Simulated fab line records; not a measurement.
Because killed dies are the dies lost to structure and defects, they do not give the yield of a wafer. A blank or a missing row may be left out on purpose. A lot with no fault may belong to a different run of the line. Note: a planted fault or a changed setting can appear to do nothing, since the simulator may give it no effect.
A struck lot beside a sound one | flow nandHarc | 15 out of 1302 route steps
Sound: wafers L182.2, L182.4, L182.5. Wafers L191.1, L191.3 were the ones struck. The cause comes at the end.
Per side, at each step with rows, come the tool, then ch with its chambers, and then its first start. Under that, the readings that differ: sound wafers | struck wafers | difference of the means | sigmas: that difference in standard deviations of wafers without a fault.
alike: readings whose means differ by less than 2 such deviations, and words and numbers that are the same on both sides. not compared: withheld readings, readings that some wafer has no value for, bounds like >300 that may hide the same value, and numbers for which the record gives no deviation and whose values overlap.
The two part at a step that has a row with sigmas, a row that says differs or no value, or rows on one side only. Non-overlapping numbers with no deviation appear without sigmas and do not part them. A reading missing from all wafers of one side parts the sides only when that side holds two or more wafers.

NHARC_A_DECK1_JOINT_CMP_02: polishes SiOx.
  sound on cmp-02 ch 1,2, day 15 15:08; struck on cmp-03 ch 0,2, day 19 16:17
  alike: edgeZonePressureFrac, motorCurrentA, slurryFilterDpKPa
after that, 1 step had no rows for these wafers: NHARC_A_DECK1_JOINT_SRD_15.
NHARC_A_DECK1_JOINT_DEP_16: deposits SiO2, target thk 45 nm.
  sound on pecvd-02 ch 0,1,2, day 15 15:32; struck on pecvd-03 ch 0,1, day 19 16:39
  alike: heaterPowerW, throttleValvePct
NHARC_A_DECK1_JOINT_THK_MEAS_17: measures by ellipsometry.
  struck on filmMetro-01, day 19 16:56; sound on filmMetro-01, day 15 15:49
  alike: thkNm
NHARC_A_DECK1_JOINT_INSPECT_05:
  struck on defectInspect-01, day 19 16:58; sound on defectInspect-01, day 15 15:52
  alike: rawDefectCount
after that, 1 step with no rows for these wafers: NHARC_A_ONON_D2_DEP_00 (target thk 1000 nm).
NHARC_A_ONON_D2_THK_MEAS_02: measures by ellipsometry.
  struck on filmMetro-01, day 19 17:32; sound on filmMetro-02, day 15 16:28
  alike: thkNm
after that, 1 step with no rows for these wafers: NHARC_A_ONON_D2_DEP_03 (target thk 1000 nm).
NHARC_A_ONON_D2_THK_MEAS_05: measures by ellipsometry.
  struck on filmMetro-02, day 19 18:07; sound on filmMetro-01, day 15 17:03
reading    | sound          | struck  | difference | sigmas
thkNm (nm) | 1014 1014 1013 | 987 988 | -26        | -4
after that, 1 step with no rows for these wafers: NHARC_A_ONON_D2_DEP_06 (target thk 1000 nm).
NHARC_A_ONON_D2_THK_MEAS_08: measures by ellipsometry.
  struck on filmMetro-01, day 19 18:41; sound on filmMetro-01, day 15 17:37
  alike: thkNm
NHARC_A_ONON_D2_DEP_09: target thk 1000 nm.
  sound on pecvdOnon-03 ch 0, day 15 17:44; struck on pecvdOnon-03 ch 0, day 19 18:44
NHARC_A_ONON_D2_THK_MEAS_11: measures by ellipsometry.
  struck on filmMetro-01, day 19 19:14; sound on filmMetro-01, day 15 18:11
reading    | sound        | struck    | difference | sigmas
thkNm (nm) | 998 1000 997 | 1139 1139 | +141       | +12
after that, 1 step with no rows for these wafers: NHARC_A_ONON_D2_DEP_12 (target thk 1000 nm).
-- the record jumps here: 13 days lie between the struck wafers' starts before and after (it left off in module A_ONON_D2 and takes up again in module END, whose first step shown is number 1302 of the route) --
NHARC_END_SORT_01:
  at this point the record logs the struck wafers (prober-02 ch 0, day 32 22:15) and has no rows for the sound ones

## WHERE THEY PART
Earliest at NHARC_A_ONON_D2_THK_MEAS_05; latest, in this record, at NHARC_END_SORT_01.

WHY: whatever the simulator had introduced
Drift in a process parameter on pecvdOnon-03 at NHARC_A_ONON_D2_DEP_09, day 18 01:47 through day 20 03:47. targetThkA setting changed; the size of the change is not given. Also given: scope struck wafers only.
